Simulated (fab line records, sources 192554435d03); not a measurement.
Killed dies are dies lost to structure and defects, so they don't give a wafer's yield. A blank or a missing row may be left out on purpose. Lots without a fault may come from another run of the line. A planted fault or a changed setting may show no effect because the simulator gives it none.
Problem report in the 8D (eight disciplines) form, filled by code | flow n5_finfet | the parts of the form that need people (team, actions taken, sign-off) are left out

1. THE PROBLEM
run_length_s at N5_BEOL_M11_CVD_75 reads a mean of 104.1 s on 1 wafer of 1 lot; wafers without a fault read 162.1 s with a standard deviation of 0.47. That is -99 or more standard deviations from the usual mean.
The step: deposits Co from CCTBA/H2, target thk 2 nm, time 138.9 s.
First seen on wafer L624.3, day 14 13:13, on cvd_co-01. The record holds 30 wafers of 10 lots with a number at this step. Rule for "out", or "out of limits": more than 4 standard deviations from the usual mean. The other wafers with a number count as sound.

2. WHAT IT IS AND WHAT IT IS NOT
question                    | is                | is not
which readings at this step | run_length_s      | -
which lots                  | L624              | L612, L615, L616, L617, L618, L619, L625, L634, L635
which wafers of those lots  | L624.3            | L624.5, L624.6
read on which tools         | cvd_co-01         | cvd_co-02
when                        | from day 14 13:13 | up to then (20 sound wafers); but 9 sound wafers of L625, L634, L635 came after

3. SUSPECTS, AND WHAT RULES EACH OUT
Counting: a tool at a process step up to the reading stays a suspect if it ran every lot that is out. Sound lots after the first of them don't rule it out here, since some wafers of a struck lot are sound.
- rie_diel-03 at N5_BEOL_M11_DESCUM_33 (chemistry O2, time 7.9 s): kept. It ran the lot that is out, L624 (day 14 10:25); its last sound lot up to then is L619 (day 12 22:09).
- rie_diel-03 at N5_BEOL_M11_TRENCH_ETCH_37 (etches SiCOH lowk in C4F6/O2, target depth 148.83 nm, time 48 s): kept. It ran the lot that is out, L624 (day 14 12:49); its last sound lot up to then is L619 (day 12 23:26). N5_BEOL_M11_TRENCH_ETCH_37 gives no start for some lots, so the hours and the order of its lots are those of N5_BEOL_M11_PRE_CLEAN_45.
- pvd_sputter-03 at N5_BEOL_M11_PRE_CLEAN_45 (time 30 s): kept. It ran the lot that is out, L624 (day 14 12:49); its last sound lot up to then is L616 (day 11 22:38).
- cvd_co-01 at N5_BEOL_M11_CVD_75 (deposits Co from CCTBA/H2, target thk 2 nm, time 138.9 s): kept. It ran the lot that is out, L624 (day 14 13:13); its last sound lot up to then is L616 (day 11 23:11). Its own readings are out on those wafers: run_length_s.
Left after counting: rie_diel-03 at N5_BEOL_M11_DESCUM_33, rie_diel-03 at N5_BEOL_M11_TRENCH_ETCH_37, pvd_sputter-03 at N5_BEOL_M11_PRE_CLEAN_45, cvd_co-01 at N5_BEOL_M11_CVD_75.

4. THE CAUSE (what the simulator had put in)
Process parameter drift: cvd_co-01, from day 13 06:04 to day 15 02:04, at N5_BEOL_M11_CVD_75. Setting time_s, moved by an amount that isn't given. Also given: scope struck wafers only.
Counting left 4 suspects, and this tool is among them.

5. THE CHAIN OF EFFECTS, in route order
Each row: a reading whose mean over the struck wafers that have a number lies more than 3 standard deviations from the usual. Only readings for which the record gives a usual standard deviation are gone through. hours: the time from each lot's start at the first step in this table that gives one to its start at this step, as a median over the lots. sigmas: the change in usual standard deviations.
hours | step               | reading      | usual   | on struck wafers | change | sigmas
0     | N5_BEOL_M11_CVD_75 | run_length_s | 162.1 s | 104.1            | -58.0  | -99 or more
The process steps in it:
- N5_BEOL_M11_CVD_75: deposits Co from CCTBA/H2, target thk 2 nm, time 138.9 s.

6. WHAT WOULD HAVE CAUGHT IT SOONER
In this record the first reading out of limits was taken at day 14 13:13, 31 hours after the fault began at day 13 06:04.
